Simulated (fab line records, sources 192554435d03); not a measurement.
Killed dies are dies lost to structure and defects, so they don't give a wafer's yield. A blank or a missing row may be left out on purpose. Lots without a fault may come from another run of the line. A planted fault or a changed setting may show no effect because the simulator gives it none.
Which tool did it? | flow n5_finfet | 9 lots, 27 wafers sampled, at 1 step of a route of 1938

WHAT THE GAUGES READ, wafer by wafer
N5_DUMMY_GATE_THK_MEAS_05.
lot  | measured    | on            | thk_nm (nm)
L818 | day 2 17:14 | film_metro-01 | 71.8 70.9 71.5
L819 | day 3 01:16 | film_metro-02 | 71.0 72.2 71.6
L821 | day 3 15:02 | film_metro-02 | 71.2 73.5 72.0
L825 | day 4 14:31 | film_metro-02 | 71.7 72.2 71.0
L827 | day 4 22:41 | film_metro-02 | 72.3 72.7 72.7
L828 | day 5 07:08 | film_metro-01 | 71.8 72.3 71.8
L829 | day 5 15:04 | film_metro-01 | 71.2 71.8 71.7
L838 | day 7 18:54 | film_metro-02 | 69.8 71.9 72.3
L839 | day 8 02:27 | film_metro-01 | 73.1 72.4 73.8

WHICH TOOL RAN EACH LOT (tool, then ch and the chambers of the sampled wafers, then the start)
The record holds no process step before these readings.

THE ANSWER, worked out from the rows above alone
Rule: what is usual is taken from the lots themselves. Put in order of their means at a reading, lots are off if they are a third of the lots or fewer, leave a main group of 4 or more, and stand apart from it by a gap of 3 or more times the standard deviation of the main group's means; of several such gaps the widest counts. A main group whose means are all the same, to the digits that the tables above print for the reading, isn't used. A lot without any number at a reading at which 4 lots or more have one is off too. The other lots that the step has rows for count as sound.
No lot is off at any reading shown: from this, nothing can be told.

WHAT THE SIMULATOR HAD PUT IN
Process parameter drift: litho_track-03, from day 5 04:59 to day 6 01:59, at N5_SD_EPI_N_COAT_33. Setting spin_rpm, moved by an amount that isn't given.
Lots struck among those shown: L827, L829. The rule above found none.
